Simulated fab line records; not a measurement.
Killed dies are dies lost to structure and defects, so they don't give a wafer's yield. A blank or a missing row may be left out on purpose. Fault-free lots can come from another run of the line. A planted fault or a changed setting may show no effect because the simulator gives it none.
Matching of chambers    flow nand-harc    NHARC_A_BONDPAD_DEP_00 on pecvd-03: 3 sister chambers
The step deposits SiCN, target thk 250 nm. 3 wafers are shown with their chamber, then 10 later ones without.

== EACH WAFER AND ITS CHAMBER ==
wafer   chamber  rf-fwd-power-W (W)
L892.6  2        447.2
L894.1  1        448.6
L894.3  0        450.5

== WAFERS WHOSE CHAMBER IS MISSING ==
wafer   rf-fwd-power-W (W)
L894.6  450.1
L897.2  449.3
L897.3  450.4
L897.5  447.3
L896.2  446.1
L896.3  450.4
L896.5  448.9
L902.1  448.3
L902.4  450.2
L902.5  451.9

== EACH ONE'S CHAMBER ==
wafer    from the rows above       in truth
L894.6   can't be placed: 0 or 1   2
L897.2   can't be placed: 1 or 0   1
L897.3   0                         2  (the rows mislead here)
L897.5   can't be placed: 2 or 1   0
L896.2   2                         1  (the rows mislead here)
L896.3   0                         0
L896.5   1                         1
L902.1   can't be placed: 1 or 2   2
L902.4   0                         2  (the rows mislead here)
L902.5   0                         0
Correctly placed: 3 of 10. These rows do not allow placing 4 (true chamber among the candidates in 2). Number placed wrongly: 3.
How it was worked out, from the rows above alone: a wafer's distance from a chamber is the root of the sum, over the readings, of the square of ((its reading less the chamber's mean) divided by the reading's scatter). If the next closest chamber is less than 2 further off than the closest, the wafer can't be placed; otherwise it belongs to the closest. A chamber's mean is the mean of its shown wafers. The scatter: with one shown wafer a chamber, the root of the mean of the squares of how far each hidden wafer lies from its nearest shown one.
